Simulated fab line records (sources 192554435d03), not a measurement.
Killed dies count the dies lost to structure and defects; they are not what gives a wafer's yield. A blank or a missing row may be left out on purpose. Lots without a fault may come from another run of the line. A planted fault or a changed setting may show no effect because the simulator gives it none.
Chamber matching :: flow n5-finfet :: N5_BEOL_M11_DESCUM_16 on rie-diel-04 has 4 sister chambers
The step chemistry O2, time 7.9 s. 16 wafers are shown with their chamber, then 8 later ones without.

## EACH WAFER AND ITS CHAMBER
wafer: L077.1
chamber: 0
showerhead-plenum-p-Torr (Torr): 2.16
drypump-motor-current-A (A): 5.3
throttle-valve-pct (%): 20.59

wafer: L077.3
chamber: 1
showerhead-plenum-p-Torr (Torr): 2.12
drypump-motor-current-A (A): 5.4
throttle-valve-pct (%): 20.30

wafer: L077.6
chamber: 0
showerhead-plenum-p-Torr (Torr): 2.16
drypump-motor-current-A (A): 5.4
throttle-valve-pct (%): 20.58

wafer: L081.1
chamber: 0
showerhead-plenum-p-Torr (Torr): 2.16
drypump-motor-current-A (A): 5.4
throttle-valve-pct (%): 20.58

wafer: L081.2
chamber: 2
showerhead-plenum-p-Torr (Torr): 2.06
drypump-motor-current-A (A): 6.1
throttle-valve-pct (%): 20.27

wafer: L081.5
chamber: 2
showerhead-plenum-p-Torr (Torr): 2.06
drypump-motor-current-A (A): 6.1
throttle-valve-pct (%): 20.26

wafer: L086.1
chamber: 0
showerhead-plenum-p-Torr (Torr): 2.16
drypump-motor-current-A (A): 5.4
throttle-valve-pct (%): 20.60

wafer: L086.2
chamber: 2
showerhead-plenum-p-Torr (Torr): 2.06
drypump-motor-current-A (A): 6.1
throttle-valve-pct (%): 20.29

wafer: L086.3
chamber: 1
showerhead-plenum-p-Torr (Torr): 2.12
drypump-motor-current-A (A): 5.4
throttle-valve-pct (%): 20.33

wafer: L085.2
chamber: 2
showerhead-plenum-p-Torr (Torr): 2.06
drypump-motor-current-A (A): 6.1
throttle-valve-pct (%): 20.27

wafer: L085.4
chamber: 0
showerhead-plenum-p-Torr (Torr): 2.16
drypump-motor-current-A (A): 5.3
throttle-valve-pct (%): 20.61

wafer: L085.6
chamber: 2
showerhead-plenum-p-Torr (Torr): 2.06
drypump-motor-current-A (A): 6.1
throttle-valve-pct (%): 20.28

wafer: L090.3
chamber: 0
showerhead-plenum-p-Torr (Torr): 2.15
drypump-motor-current-A (A): 5.4
throttle-valve-pct (%): 20.62

wafer: L090.4
chamber: 3
showerhead-plenum-p-Torr (Torr): 2.23
drypump-motor-current-A (A): 6.8
throttle-valve-pct (%): 19.94

wafer: L090.5
chamber: 0
showerhead-plenum-p-Torr (Torr): 2.15
drypump-motor-current-A (A): 5.4
throttle-valve-pct (%): 20.64

wafer: L089.2
chamber: 3
showerhead-plenum-p-Torr (Torr): 2.23
drypump-motor-current-A (A): 6.8
throttle-valve-pct (%): 19.94

SIGNATURES (means of the wafers above)
reading: showerhead-plenum-p-Torr
chamber 0: 2.1571
chamber 1: 2.1200
chamber 2: 2.0600
chamber 3: 2.2300
scatter within a chamber: 0.00345

reading: drypump-motor-current-A
chamber 0: 5.371
chamber 1: 5.400
chamber 2: 6.100
chamber 3: 6.800
scatter within a chamber: 0.0345

reading: throttle-valve-pct
chamber 0: 20.6029
chamber 1: 20.3150
chamber 2: 20.2740
chamber 3: 19.9400
scatter within a chamber: 0.0181
Rule: a wafer lies at a distance from a chamber equal to the root of the sum of squares, over the readings, of (its reading less the chamber's mean, divided by the reading's scatter). The wafer belongs to the nearest chamber; if the next one is less than 2 further off, it can't be placed. The scatter: the root of (the sum of the squares of (reading less its chamber's mean) over the shown wafers, divided by (wafers less chambers)).

## WAFERS WITHOUT THEIR CHAMBER
wafer: L089.3
showerhead-plenum-p-Torr (Torr): 2.12
drypump-motor-current-A (A): 5.4
throttle-valve-pct (%): 20.33

wafer: L089.5
showerhead-plenum-p-Torr (Torr): 2.23
drypump-motor-current-A (A): 6.7
throttle-valve-pct (%): 19.94

wafer: L092.2
showerhead-plenum-p-Torr (Torr): 2.12
drypump-motor-current-A (A): 5.4
throttle-valve-pct (%): 20.37

wafer: L092.3
showerhead-plenum-p-Torr (Torr): 2.05
drypump-motor-current-A (A): 6.1
throttle-valve-pct (%): 20.30

wafer: L092.5
showerhead-plenum-p-Torr (Torr): 2.05
drypump-motor-current-A (A): 6.1
throttle-valve-pct (%): 20.29

wafer: L093.1
showerhead-plenum-p-Torr (Torr): 2.23
drypump-motor-current-A (A): 6.8
throttle-valve-pct (%): 19.95

wafer: L093.4
showerhead-plenum-p-Torr (Torr): 2.05
drypump-motor-current-A (A): 6.1
throttle-valve-pct (%): 20.29

wafer: L093.6
showerhead-plenum-p-Torr (Torr): 2.15
drypump-motor-current-A (A): 5.4
throttle-valve-pct (%): 20.63

## CHAMBER TAKEN BY EACH
wafer: L089.3
from the rows above: 1
in truth: 1

wafer: L089.5
from the rows above: 3
in truth: 3

wafer: L092.2
from the rows above: 1
in truth: 1

wafer: L092.3
from the rows above: 2
in truth: 2

wafer: L092.5
from the rows above: 2
in truth: 2

wafer: L093.1
from the rows above: 3
in truth: 3

wafer: L093.4
from the rows above: 2
in truth: 2

wafer: L093.6
from the rows above: 0
in truth: 0
Correct placement for 8 of the 8. Number that these rows cannot place: 0. Number placed wrongly: 0.
